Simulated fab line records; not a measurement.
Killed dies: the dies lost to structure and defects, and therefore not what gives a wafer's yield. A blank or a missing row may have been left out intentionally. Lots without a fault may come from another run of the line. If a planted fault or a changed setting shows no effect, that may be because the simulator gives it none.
A lot that was struck, set against a sound lot    flow nand_harc    15 out of 1159 route steps
Sound: the wafers L843.3, L843.4, L843.6. Struck: wafers L836.1, L836.4, L836.6. At the end, the cause is stated.
For every step that has rows: the tool of each side, followed by ch and its chambers, followed by its first start. Under that, the readings that differ: sound wafers    struck wafers    difference of the means    sigmas: that difference in standard deviations of wafers without a fault.
alike: readings whose means differ by less than 2 such deviations, and words and numbers that are the same on both sides. not compared: withheld readings, readings that some wafer has no value for, bounds like >300 that may hide the same value, and numbers for which the record gives no deviation and whose values overlap.
A row with sigmas, a row that says differs or no value, or rows on one side alone: a step with any of these is where the two part. Non-overlapping numbers with no deviation appear without sigmas and do not part them. A reading missing from all wafers of one side parts the sides only when that side holds two or more wafers.

first, 2 steps without rows for these wafers: NHARC_P_GATE_PEB_89 (peb time 85 s); NHARC_P_GATE_DEVELOP_90 (time 70 s).
NHARC_P_GATE_CD_MEAS_91: the cd target is 2000 nm.
  sound on cd_sem-02 ch 0, day 9 16:29; struck on cd_sem-02 ch 0, day 7 16:12
  alike: cd_nm
then, 1 step without rows for these wafers: NHARC_P_GATE_HARDBAKE_92 (time 80 s).
NHARC_P_GATE_DESCUM_93: chemistry O2, time 3 s.
  sound on rie_diel-13 ch 0,2,3, day 9 16:40; struck on rie_diel-09 ch 0,2, day 7 16:22
  alike: drypump_motor_current_A, oes_product_au, rf_vpp_V, showerhead_plenum_p_Torr, throttle_valve_pct
  not compared: rf_hours_counter_h
after that, 1 step had no rows for these wafers: NHARC_P_GATE_IMPLANT_94.
NHARC_P_GATE_STRIP_113: strips in N2/H2, time 740 s.
  sound on plasma_asher-01 ch 0,1, day 9 17:14; struck on plasma_asher-02 ch 0,1, day 7 16:49
  alike: drypump_motor_current_A, heater_power_w, temp_c
  not compared: rf_hours_counter_h
NHARC_P_GATE_STRIP_95: strips in O2.
  sound on plasma_asher-01 ch 0,1, day 9 17:44; struck on plasma_asher-02 ch 0,1, day 7 17:31
  alike: drypump_motor_current_A, heater_power_w, temp_c
  not compared: rf_hours_counter_h
then, 1 step without rows for these wafers: NHARC_P_GATE_STRIP_96 (strips in SPM, time 900 s).
NHARC_P_GATE_RTA_64: time 1 s.
  sound on rtp_anneal-02 ch 0, day 9 18:20; struck on rtp_anneal-01 ch 0, day 7 18:05
reading             sound           struck          difference  sigmas
lamp_power_pct (%)  30.8 30.8 30.8  33.0 33.0 33.0  +2.2        +2
  alike: wafer_temp_C_max
then, 1 step without rows for these wafers: NHARC_P_GATE_ETCH_77 (etches SiO2 in dHF, target depth 6 nm).
NHARC_P_GATE_DEGAS_109: time 60 s.
  sound: pvd_sputter-03 at day 9 18:36; struck: pvd_sputter-03 at day 7 18:30
  alike: heater_power_w
NHARC_P_GATE_PRE_CLEAN_110: time 30 s.
  sound: pvd_sputter-03 at day 9 18:38; struck: pvd_sputter-03 at day 7 18:36
  no value came back on the struck wafers for bias_v (V), time_s (s); on the sound wafers bias_v (V) reads 200.0 194.9 197.3
then, 1 step without rows for these wafers: NHARC_P_GATE_SPUTTER_78 (material Ni, target thk 10 nm).
NHARC_END_SORT_01:
  the record has rows for the sound wafers here (prober-02 ch 0, day 25 13:34) and none for the struck ones

## WHERE THEY PART
Earliest at NHARC_P_GATE_RTA_64; latest, in this record, at NHARC_END_SORT_01.

WHY: what the simulator had put in
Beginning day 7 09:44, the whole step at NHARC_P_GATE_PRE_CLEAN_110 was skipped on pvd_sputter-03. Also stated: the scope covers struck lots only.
